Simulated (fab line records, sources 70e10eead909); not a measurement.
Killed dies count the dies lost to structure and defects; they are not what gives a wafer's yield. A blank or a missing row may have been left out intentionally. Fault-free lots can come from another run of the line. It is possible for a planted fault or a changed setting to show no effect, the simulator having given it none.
8D (eight disciplines) problem report, filled in by code ; flow nand-harc ; the parts of the form that need people (team, actions taken, sign-off) are left out

== 1. WHAT WENT WRONG ==
NHARC_A_M0_CD_MEAS_09, cd-nm: mean 63.6 nm on 3 wafers (1 lot); fault-free wafers 80.2 nm, standard deviation 0.52. That puts it -32 standard deviations away from the usual mean.
The step: target cd 80 nm.
The first sign was on wafer L684.2 at day 30 01:16, on cd-sem-02. At this step, 39 wafers from 13 lots have a number in the record. Rule for "out" (also "out of limits"): further than 4 standard deviations from the usual mean. The other wafers with a number count as sound.

== 2. WHAT IT IS, AND WHAT IT ISN'T ==
question;is;is not
which readings at this step;cd-nm;-
which lots;L684;L666, L667, L668, L669, L670, L672, L673, L675, L676, L679, L687, L689
which wafers of those lots;all that have a number;-
read on which gauges;cd-sem-02;cd-sem-01, cd-sem-03
when;from day 30 01:16;"up to then (30 sound wafers); but 6 sound wafers of L687, L689 came after"

== 3. WHAT RULES OUT EACH SUSPECT ==
Counting: a tool at any process step up to the reading remains a suspect when it ran all the lots that are out and ran no sound lot after the first of those.
- the gauge at NHARC_A_M0_CD_MEAS_09 has been ruled out. All the wafers that are out were read on cd-sem-02, but those of them that NHARC_A_M0_EXPOSE_06 has rows for are out there too, on other tools.
- pvd-sputter-01 at NHARC_A_BLC_DEGAS_30 (time 60 s): ruled out as a lasting fault. The sound lots L687 went through it after L684, its earliest lot that is out (day 29 23:06).
- cvd-w-01 at NHARC_A_BLC_CVD_24 (deposits W, target thk 150 nm, time 434 s): kept. It ran the lot that is out, L684 (day 30 00:28), and no sound lot after that; its last sound lot up to then is L679 (day 27 19:19). NHARC_A_BLC_CVD_24 gives no start for some lots, so the hours and the order of its lots are those of NHARC_A_BLC_INSPECT_28.
- arfi-scanner-03 at NHARC_A_M0_EXPOSE_06 (exposes mask A M0, target cd 80 nm): ruled out as a lasting fault. The sound lots L689 went through it after L684, its earliest lot that is out (day 30 01:07).
After counting, what remains is cvd-w-01 at NHARC_A_BLC_CVD_24.

== 4. THE CAUSE (what the simulator had put in) ==
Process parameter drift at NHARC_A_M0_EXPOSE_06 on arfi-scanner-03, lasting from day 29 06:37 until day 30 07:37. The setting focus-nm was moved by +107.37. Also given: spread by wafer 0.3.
It was ruled out by counting, in error; the rule expects a fault to strike all lots run on its tool from its start on, and this fault did not.

== 5. SEQUENCE OF EFFECTS, ordered by route ==
One row per reading whose mean, taken over the struck wafers that have a number, lies over 3 standard deviations from the usual. Readings are gone through only where the record gives a usual standard deviation; hours: the median, over the lots, of the time from a lot's start at the first step in this table giving one to that lot's start at this step; sigmas: the change measured in usual standard deviations.
hours;step;reading;usual;on struck wafers;change;sigmas
0;NHARC_A_M0_EXPOSE_06;exposure-dose-mJ-cm2;83.4;87.9;+4.5;+15
0;NHARC_A_M0_CD_MEAS_09;cd-nm;80.2 nm;63.6;-16.6;-32
1;NHARC_A_M0_CD_MEAS_16;cd-nm;80.1 nm;63.5;-16.6;-28
Its process steps:
- NHARC_A_M0_EXPOSE_06: exposes mask A M0, target cd 80 nm.

== 6. WHAT WOULD HAVE CAUGHT IT SOONER ==
19 hours passed between the start of the fault at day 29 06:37 and the first reading out of limits at a measuring or inspecting step in this record, taken at day 30 01:16.
The tool's own readings at NHARC_A_M0_EXPOSE_06 were out on every struck wafer that the step has a row for (exposure-dose-mJ-cm2): an alarm limit on them would have fired on the first of those.
